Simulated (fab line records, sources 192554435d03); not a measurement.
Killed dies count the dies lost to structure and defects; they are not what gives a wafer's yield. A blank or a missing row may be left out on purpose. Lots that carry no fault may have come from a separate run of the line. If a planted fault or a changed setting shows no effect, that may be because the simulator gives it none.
Comparing a struck lot with a sound one    flow n5_finfet    18 out of 1938 route steps
Sound: the wafers L561.2, L561.3, L561.4. The struck wafers were L564.3, L564.4, L564.6. The cause is given at the end.
For every step that has rows: the tool of each side, followed by ch and its chambers, followed by its first start. Under that, the readings that differ: sound wafers    struck wafers    difference of the means    sigmas: that difference in standard deviations of wafers without a fault.
alike: same words and numbers on both sides, and readings whose means sit less than 2 such deviations apart. not compared: any withheld reading, any reading some wafer has no value for, any bound like >300 that may hide the same value, and any number with overlapping values for which the record gives no deviation.
A row with sigmas, a row that says differs or no value, or rows on one side alone: a step with any of these is where the two part. Non-overlapping numbers with no deviation appear without sigmas and do not part them. Lack of a reading on every wafer of one side parts them only where that side has two or more wafers.

N5_BEOL_M9_ETCH_62: etches SOC in N2/H2, target depth 110 nm, overetch 22 nm, time 165 s.
  sound on rie_diel-02 ch 0,1,3, day 11 17:01; struck on rie_diel-02 ch 0,1,2, day 12 17:35
  alike: drypump_motor_current_A, oes_product_au, rf_vpp_V, showerhead_plenum_p_Torr, throttle_valve_pct
  not compared: rf_hours_counter_h
then, 1 step without rows for these wafers: N5_BEOL_M9_STRIP_68 (strips in N2/H2).
N5_BEOL_M9_STRIP_67: strips in CF4.
  sound on rie_diel-02 ch 0,1,3, day 11 17:09; struck on rie_diel-02 ch 0,1,2, day 12 17:44
  alike: drypump_motor_current_A, oes_product_au, rf_vpp_V, showerhead_plenum_p_Torr, throttle_valve_pct
  not compared: rf_hours_counter_h
N5_BEOL_M9_HM_OPEN_17: chemistry Cl2/BCl3, target TiN, target depth 20 nm, overetch 6 nm.
  sound on rie_metal-01 ch 0,1, day 11 17:12; struck on rie_metal-03 ch 0,1, day 12 17:48
  alike: drypump_motor_current_A, he_backside_leak_sccm, oes_product_au, throttle_valve_pct
  not compared: rf_hours_counter_h
N5_BEOL_M9_STRIP_19: strips in O2.
  sound on rie_diel-04 ch 0,2,3, day 11 17:19; struck on rie_diel-02 ch 0,1, day 12 17:53
  alike: drypump_motor_current_A, o2_flow_sccm, oes_product_au, rf_vpp_V, showerhead_plenum_p_Torr, throttle_valve_pct
  not compared: rf_hours_counter_h
N5_BEOL_M9_CD_MEAS_18: pitch 140 nm, target cd 70 nm.
  sound on cd_sem-01 at day 11 17:23; struck on cd_sem-02 at day 12 17:57
  alike: cd_nm
then, 6 steps without rows for these wafers: N5_BEOL_M9_COAT_63 (time 60 s, resist thk 60 nm); N5_BEOL_M9_COAT_64 (time 60 s, resist thk 12 nm); N5_BEOL_M9_COAT_75 (time 60 s, resist thk 5 nm); N5_BEOL_M9_COAT_22 (resist thk 30 nm); N5_BEOL_M9_EBR_24; N5_BEOL_M9_SOFTBAKE_23 (time 60 s).
N5_BEOL_M9_EXPOSE_25: exposes mask V8.
  sound on euv_scanner-01 ch 0, day 11 18:05; struck on euv_scanner-02 ch 0, day 12 19:47
reading                          sound           struck          difference  sigmas
model.BEOL_M9.overlay_x_nm (nm)  -0.2 -0.2 -0.2  12.8 12.8 12.8  +13.0       
  alike: mask
then, 2 steps without rows for these wafers: N5_BEOL_M9_PEB_26 (peb time 60 s); N5_BEOL_M9_DEVELOP_27 (develop time 30 s).
N5_BEOL_M9_CD_MEAS_28: target cd 70 nm.
  sound on cd_sem-02 ch 0, day 11 18:12; struck on cd_sem-01 ch 0, day 12 19:54
  alike: cd_nm
N5_BEOL_M9_OVL_MEAS_29:
  sound on overlay-01 ch 0, day 11 18:14; struck on overlay-02 ch 0, day 12 19:56
reading      sound           struck          difference  sigmas
V8_OVL (nm)  -0.2 -0.8 -1.0  12.9 13.5 13.3  +13.9       +18
N5_BEOL_M9_INSPECT_30: inspects for defects (brightfield).
  sound on defect_inspect-02 at day 11 18:17; struck on defect_inspect-02 at day 12 19:59
  alike: raw_defect_count

== WHERE THEY PART ==
At N5_BEOL_M9_OVL_MEAS_29 and nowhere else, as far as this record goes. Later steps at which nothing parts them and some readings are alike: N5_BEOL_M9_INSPECT_30.

WHY: the cause the simulator had injected
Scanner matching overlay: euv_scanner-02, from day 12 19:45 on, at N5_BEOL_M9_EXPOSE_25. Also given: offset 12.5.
